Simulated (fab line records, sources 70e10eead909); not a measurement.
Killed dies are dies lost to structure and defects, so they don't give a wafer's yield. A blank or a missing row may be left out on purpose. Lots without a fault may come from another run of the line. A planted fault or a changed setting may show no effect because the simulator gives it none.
Which tool did it? | flow nand_harc | 11 lots, 33 wafers sampled, at 5 steps of a route of 1302

WHAT THE GAUGES READ, wafer by wafer
NHARC_END_SORT_01.
lot  | measured     | on        | killed_at_array | killed_at_other | killed_at_periphery | killed_dies | killed_open | killed_short
L273 | day 26 04:16 | prober-02 | 59 66 59        | 0 0 1           | 3 2 1               | 62 68 61    | 3 3 4       | 1 6 3
L272 | day 25 18:53 | prober-01 | 41 40 48        | 0 0 1           | 5 7 6               | 46 47 55    | 5 6 2       | 3 2 3
L276 | day 26 13:55 | prober-02 | 56 64 76        | 1 0 0           | 1 1 0               | 58 65 76    | 4 4 0       | 3 6 5
L277 | day 27 10:08 | prober-02 | 34 43 36        | 1 2 1           | 0 1 1               | 35 46 38    | 4 5 5       | 3 7 2
L282 | day 29 16:34 | prober-01 | 673 673 665     | 0 0 1           | 4 4 11              | 677 677 677 | 7 1 2       | 3 2 4
L283 | day 29 17:19 | prober-02 | 672 673 669     | 1 1 1           | 4 3 7               | 677 677 677 | 5 4 6       | 3 4 4
L288 | day 31 12:09 | prober-02 | 67 67 47        | 1 1 0           | 7 3 6               | 75 71 53    | 4 1 4       | 4 2 3
L289 | day 33 05:41 | prober-01 | 56 43 32        | 0 0 0           | 7 8 8               | 63 51 40    | 3 1 3       | 1 1 1
L291 | day 34 12:37 | prober-01 | 45 31 40        | 0 0 0           | 5 2 9               | 50 33 49    | 4 3 7       | 2 1 2
L292 | day 34 05:34 | prober-01 | 50 44 54        | 1 0 0           | 2 1 0               | 53 45 54    | 5 2 1       | 2 4 3
L294 | day 34 04:44 | prober-02 | 44 54 56        | 2 1 3           | 2 2 2               | 48 57 61    | 4 3 3       | 1 1 5

WHICH TOOL RAN EACH LOT (tool, then ch and the chambers of the sampled wafers, then the start)
lot  | NHARC_A_STAIRCASE_TRIM_196         | NHARC_A_STAIRCASE_ETCH_201                    | NHARC_A_STAIRCASE_ETCH_221         | NHARC_A_STAIRCASE_TRIM_231
L273 | rie_diel-13 ch 0,1,2, day 16 22:39 | rie_diel-13 ch 1,2,3, day 17 01:49 or earlier | rie_diel-06 ch 0,2,3, day 17 01:49 | rie_diel-06 ch 0,2,3, day 26 04:16 or earlier
L272 | rie_diel-13 ch 0,2,3, day 16 23:34 | rie_diel-13 ch 0,3, day 17 02:33 or earlier   | rie_diel-06 ch 2,3, day 17 02:33   | rie_diel-13 ch 2,3, day 25 18:53 or earlier
L276 | rie_diel-01 ch 1,2,3, day 17 19:52 | rie_diel-01 ch 0,1,2, day 17 23:17 or earlier | rie_diel-01 ch 1,2,3, day 17 23:17 | rie_diel-01 ch 0,2,3, day 26 13:55 or earlier
L277 | rie_diel-01 ch 0,1,2, day 18 10:53 | rie_diel-01 ch 0,1,3, day 18 13:53 or earlier | rie_diel-01 ch 1,2, day 18 13:53   | rie_diel-01 ch 1,3, day 27 10:08 or earlier
L282 | rie_diel-13 ch 1,2,3, day 20 06:01 | rie_diel-13 ch 0,1,3, day 20 08:59 or earlier | rie_diel-06 ch 0,1,3, day 20 08:59 | rie_diel-06 ch 0,1,3, day 29 16:34 or earlier
L283 | rie_diel-13 ch 0,2,3, day 20 20:13 | rie_diel-13 ch 0,3, day 20 22:52 or earlier   | rie_diel-06 ch 1,2,3, day 20 22:52 | rie_diel-01 ch 0,2, day 29 17:19 or earlier
L288 | rie_diel-01 ch 0,1, day 22 16:20   | rie_diel-01 ch 1,2, day 22 19:51 or earlier   | rie_diel-01 ch 0,1,3, day 22 19:51 | rie_diel-06 ch 0,2, day 31 12:09 or earlier
L289 | rie_diel-06 ch 2,3, day 24 01:01   | rie_diel-06 ch 0,1,3, day 24 03:42 or earlier | rie_diel-01 ch 1,2, day 24 03:42   | rie_diel-06 ch 0,1,3, day 33 05:41 or earlier
L291 | rie_diel-01 ch 0,2,3, day 24 18:04 | rie_diel-01 ch 0,1,2, day 24 20:53 or earlier | rie_diel-06 ch 0,1,2, day 24 20:53 | rie_diel-01 ch 0,2,3, day 34 12:37 or earlier
L292 | rie_diel-13 ch 0,1,2, day 25 10:32 | rie_diel-13 ch 0,2,3, day 25 13:44 or earlier | rie_diel-13 ch 2,3, day 25 13:44   | rie_diel-13 ch 2,3, day 34 05:34 or earlier
L294 | rie_diel-13 ch 2,3, day 25 23:44   | rie_diel-13 ch 0,3, day 26 02:26 or earlier   | rie_diel-06 ch 0,1,3, day 26 02:26 | rie_diel-13 ch 0,1,2, day 34 04:44 or earlier
- NHARC_A_STAIRCASE_TRIM_196: chemistry O2, time 211.2 s.
- NHARC_A_STAIRCASE_ETCH_201: etches the open film in C4F8/O2, target depth 100 nm, time 40.5 s.
- NHARC_A_STAIRCASE_ETCH_221: etches the open film in C4F8/O2, target depth 100 nm, time 40.5 s.
- NHARC_A_STAIRCASE_TRIM_231: chemistry O2, time 211.2 s.

WHAT THE TOOLS THEMSELVES READ (means of the sampled wafers that have a number; where no wafer has one, the mark that the record gives instead)
NHARC_A_STAIRCASE_TRIM_196.
lot  | tool        | drypump_motor_current_A (A) | o2_flow_sccm (sccm) | oes_product_au (a.u.) | rf_vpp_V (V) | showerhead_plenum_p_Torr (Torr) | throttle_valve_pct (%)
L273 | rie_diel-13 | 5.7                         | 500.5               | 1.005                 | 58.1         | 3.62                            | 17.036
L272 | rie_diel-13 | 6.0                         | 501.3               | 0.996                 | 58.0         | 3.69                            | 17.030
L276 | rie_diel-01 | 6.0                         | 502.3               | 0.995                 | 57.0         | 3.47                            | 17.043
L277 | rie_diel-01 | 5.6                         | 498.7               | 0.997                 | 58.6         | 3.59                            | 17.034
L282 | rie_diel-13 | 6.0                         | 500.9               | 0.991                 | 58.2         | 3.55                            | 17.039
L283 | rie_diel-13 | 6.0                         | 499.0               | 1.000                 | 58.0         | 3.67                            | 17.042
L288 | rie_diel-01 | 5.5                         | 500.8               | 0.995                 | 57.8         | 3.60                            | 17.036
L289 | rie_diel-06 | 5.3                         | 499.2               | 1.003                 | 57.4         | 3.36                            | 17.039
L291 | rie_diel-01 | 5.9                         | 499.6               | 1.007                 | 57.2         | 3.61                            | 17.042
L292 | rie_diel-13 | 5.8                         | 499.5               | 0.998                 | 58.5         | 3.58                            | 17.031
L294 | rie_diel-13 | 6.2                         | 500.9               | 0.997                 | 58.1         | 3.60                            | 17.032

NHARC_A_STAIRCASE_ETCH_201.
lot  | tool        | bias_w (W) | chamber_pressure_mTorr (mTorr) | oes_product_au (a.u.) | rf_fwd_power_W (W) | rf_vpp_V (V)
L273 | rie_diel-13 | 1000.8     | 24.980                         | 0.942                 | 590.6              | 898
L272 | rie_diel-13 | 1000.1     | 24.977                         | 0.935                 | 587.9              | 902
L276 | rie_diel-01 | 1004.0     | 25.000                         | 0.937                 | 590.6              | 897
L277 | rie_diel-01 | 999.7      | 25.017                         | 0.946                 | 589.8              | 894
L282 | rie_diel-13 | 1002.0     | 24.990                         | 0.938                 | 592.4              | 899
L283 | rie_diel-13 | 996.8      | 25.016                         | 0.949                 | 589.4              | 902
L288 | rie_diel-01 | 999.5      | 24.995                         | 0.941                 | 593.8              | 896
L289 | rie_diel-06 | 998.8      | 25.003                         | 0.952                 | 592.6              | 898
L291 | rie_diel-01 | 1001.0     | 25.008                         | 0.944                 | 590.7              | 904
L292 | rie_diel-13 | 1001.1     | 24.995                         | 0.938                 | 590.5              | 901
L294 | rie_diel-13 | 1002.6     | 25.011                         | 0.944                 | 590.9              | 902

NHARC_A_STAIRCASE_ETCH_221.
lot  | tool        | bias_w (W) | chamber_pressure_mTorr (mTorr) | oes_product_au (a.u.) | rf_fwd_power_W (W) | rf_vpp_V (V)
L273 | rie_diel-06 | 999        | 25.011                         | 0.961                 | 595                | 894
L272 | rie_diel-06 | 990        | 24.996                         | 0.957                 | 593                | 891
L276 | rie_diel-01 | 998        | 24.980                         | 0.932                 | 591                | 894
L277 | rie_diel-01 | 1001       | 24.992                         | 0.936                 | 593                | 898
L282 | rie_diel-06 | -          | -                              | -                     | -                  | -
L283 | rie_diel-06 | -          | -                              | -                     | -                  | -
L288 | rie_diel-01 | 1001       | 24.988                         | 0.939                 | 590                | 894
L289 | rie_diel-01 | 1002       | 24.997                         | 0.951                 | 592                | 892
L291 | rie_diel-06 | 1001       | 25.013                         | 0.930                 | 593                | 898
L292 | rie_diel-13 | 1002       | 25.002                         | 0.963                 | 592                | 899
L294 | rie_diel-06 | 999        | 25.000                         | 0.964                 | 594                | 897

NHARC_A_STAIRCASE_TRIM_231.
lot  | tool        | drypump_motor_current_A (A) | o2_flow_sccm (sccm) | oes_product_au (a.u.) | rf_vpp_V (V) | showerhead_plenum_p_Torr (Torr) | throttle_valve_pct (%)
L273 | rie_diel-06 | 5.7                         | 500.2               | 1.007                 | 58.0         | 3.48                            | 17.038
L272 | rie_diel-13 | 6.2                         | 500.1               | 1.000                 | 58.2         | 3.64                            | 17.039
L276 | rie_diel-01 | 5.9                         | 499.3               | 0.997                 | 58.4         | 3.63                            | 17.034
L277 | rie_diel-01 | 6.3                         | 499.3               | 1.006                 | 57.0         | 3.37                            | 17.037
L282 | rie_diel-06 | 5.9                         | 500.9               | 1.008                 | 57.6         | 3.43                            | 17.029
L283 | rie_diel-01 | 5.5                         | 500.3               | 0.996                 | 58.8         | 3.74                            | 17.039
L288 | rie_diel-06 | 5.7                         | 501.2               | 1.006                 | 57.7         | 3.44                            | 17.044
L289 | rie_diel-06 | 5.9                         | 500.8               | 1.009                 | 58.1         | 3.59                            | 17.037
L291 | rie_diel-01 | 5.9                         | 499.2               | 0.997                 | 58.8         | 3.61                            | 17.037
L292 | rie_diel-13 | 6.3                         | 499.8               | 0.997                 | 58.4         | 3.60                            | 17.039
L294 | rie_diel-13 | 5.8                         | 499.6               | 1.001                 | 58.7         | 3.57                            | 17.035

THE ANSWER, worked out from the rows above alone
Rule: what is usual is taken from the lots themselves. Put in order of their means at a reading, lots are off if they are a third of the lots or fewer, leave a main group of 4 or more, and stand apart from it by a gap of 3 or more times the standard deviation of the main group's means; of several such gaps the widest counts. A main group whose means are all the same, to the digits that the tables above print for the reading, isn't used. A lot without any number at a reading at which 4 lots or more have one is off too. The other lots that the step has rows for count as sound. The gauges are gone through in route order, then the tools' own readings, and for those a lot's mean is taken as printed above. The first step at which some lot is off is used, and at that step the reading that is off furthest; a lot without a number counts as furthest.
Off: L282, L283, at NHARC_END_SORT_01 (killed_dies). The main group: mean 54, standard deviation 9.1.
A tool fits if, at a process step before that reading, it ran every lot that is off, and no sound lot after the first of them. The gauges at NHARC_END_SORT_01 aren't tried: what is off there is off at NHARC_A_STAIRCASE_ETCH_221 too, on other tools, and a gauge's error can't cause that. NHARC_A_STAIRCASE_ETCH_201 gives no start for some lots, so the hours and the order of its lots are those of NHARC_A_STAIRCASE_ETCH_221. NHARC_A_STAIRCASE_TRIM_231 gives no start for some lots, so the hours and the order of its lots are those of NHARC_END_SORT_01. None of those tried fits.

WHAT THE SIMULATOR HAD PUT IN
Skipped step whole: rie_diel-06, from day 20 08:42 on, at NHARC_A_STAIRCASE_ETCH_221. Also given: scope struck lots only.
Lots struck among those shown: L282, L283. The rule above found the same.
